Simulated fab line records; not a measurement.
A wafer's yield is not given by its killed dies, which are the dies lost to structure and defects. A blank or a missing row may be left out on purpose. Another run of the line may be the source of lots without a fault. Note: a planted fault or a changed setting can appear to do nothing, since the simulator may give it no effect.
Struck lot and sound lot, side by side    flow n5_finfet    15 steps out of a route of 1938
Sound: these wafers, L444.3, L444.4, L444.5. Wafers L454.1, L454.3, L454.4 were the ones struck. At the end, the cause is stated.
For every step that has rows: the tool of each side, followed by ch and its chambers, followed by its first start. Under that, the readings that differ: sound wafers    struck wafers    difference of the means    sigmas: that difference in standard deviations of wafers without a fault.
alike: words and numbers the same on both sides, and readings whose means are apart by under 2 such deviations; not compared: readings that were withheld, readings missing a value for some wafer, numbers with overlapping values and no deviation given by the record, and bounds like >300 which may hide the same value.
The two part at a step that has a row with sigmas, a row that says differs or no value, or rows on one side only. Numbers that don't overlap but have no deviation are shown without sigmas and don't part them. A reading missing from all wafers of one side parts the sides only when that side holds two or more wafers.

first, 4 steps without rows for these wafers: N5_HKMG_FIN_SOFTBAKE_44 (time 60 s); N5_HKMG_FIN_EXPOSE_46 (exposes mask NDIPOLE); N5_HKMG_FIN_PEB_47 (peb time 60 s); N5_HKMG_FIN_DEVELOP_48 (develop time 30 s).
N5_HKMG_FIN_CD_MEAS_49: the cd target is 202 nm.
  sound on cd_sem-01 ch 0, day 5 00:04; struck on cd_sem-01 ch 0, day 7 06:25
  alike: cd_nm
N5_HKMG_FIN_OVL_MEAS_50:
  sound on overlay-02 ch 0, day 5 00:06; struck on overlay-01 ch 0, day 7 06:27
  alike: NDIPOLE_OVL
N5_HKMG_FIN_INSPECT_61: inspects for defects (macro).
  struck on defect_inspect-01, day 7 06:28; sound on defect_inspect-02, day 5 00:07
  alike: raw_defect_count
N5_HKMG_FIN_DESCUM_53: chemistry O2, time 7.9 s.
  sound on rie_diel-04 ch 1,2, day 5 00:10; struck on rie_diel-04 ch 0,1,3, day 7 06:49
  alike: drypump_motor_current_A, oes_product_au, rf_vpp_V, showerhead_plenum_p_Torr, throttle_valve_pct
  not compared: rf_hours_counter_h
N5_HKMG_FIN_ETCH_54: etches SiARC in CF4, target depth 45.5 nm, time 75.8 s.
  sound on rie_diel-04 ch 1,2, day 5 00:11; struck on rie_diel-04 ch 0,1,3, day 7 06:50
  alike: bias_w, drypump_motor_current_A, etch_rf_on_time_s, oes_product_au, rf_vpp_V, showerhead_plenum_p_Torr, throttle_valve_pct
  not compared: rf_hours_counter_h
N5_HKMG_FIN_ETCH_55: etches SOC in N2/H2, target depth 240 nm, time 300 s.
  sound on rie_diel-04 ch 1,2, day 5 00:15; struck on rie_diel-04 ch 0,1,3, day 7 06:54
  alike: bias_w, drypump_motor_current_A, n2_flow_sccm, oes_product_au, rf_vpp_V, showerhead_plenum_p_Torr, throttle_valve_pct
  not compared: rf_hours_counter_h
then, 1 step without rows for these wafers: N5_HKMG_FIN_STRIP_56 (strips in N2/H2).
N5_HKMG_FIN_STRIP_57: strips in CF4.
  sound on rie_diel-04 ch 1,2, day 5 00:26; struck on rie_diel-04 ch 0,1,3, day 7 07:05
  alike: drypump_motor_current_A, oes_product_au, rf_vpp_V, showerhead_plenum_p_Torr, throttle_valve_pct
  not compared: rf_hours_counter_h
N5_HKMG_FIN_ETCH_58: etches SOC in N2/H2, target depth 215.8 nm, time 741 s.
  sound on rie_diel-04 ch 1,2, day 5 00:28; struck on rie_diel-04 ch 0,1,3, day 7 07:07
reading       sound              struck             difference  sigmas
bias_w (W)    13.01 13.01 13.07  14.66 14.65 14.65  +1.62       +43
rf_vpp_V (V)  100.7 100.0 98.7   107.9 108.5 103.9  +7.0        +7
  alike: drypump_motor_current_A, n2_flow_sccm, oes_product_au, showerhead_plenum_p_Torr, throttle_valve_pct
  not compared: rf_hours_counter_h, model.etch.depth_nm, model.HKMG_FIN.feature_depth_nm, model.SOC_of_HKMG_FIN_COAT_41.thk_nm
N5_HKMG_FIN_STRIP_93: strips SOC in N2/H2, time 20 s.
  sound on rie_diel-04 ch 1,2, day 5 00:53; struck on rie_diel-04 ch 0,1,3, day 7 07:32
  alike: drypump_motor_current_A, n2_flow_sccm, oes_product_au, rf_vpp_V, showerhead_plenum_p_Torr, throttle_valve_pct
  not compared: rf_hours_counter_h, model.SOC_of_HKMG_FIN_COAT_41.thk_nm
then, 1 step without rows for these wafers: N5_HKMG_FIN_WET_ETCH_76 (etches Al2O3 in dNH4OH, stops on La2O3, target depth 2.25 nm, rinse time 30 s).

## WHERE THEY PART
Within this record, at N5_HKMG_FIN_ETCH_58 only. Later steps at which nothing parts them and some readings are alike: N5_HKMG_FIN_STRIP_93.

WHY: what the simulator had put in
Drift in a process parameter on rie_diel-04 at N5_HKMG_FIN_ETCH_58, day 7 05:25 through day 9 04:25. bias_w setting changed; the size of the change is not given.
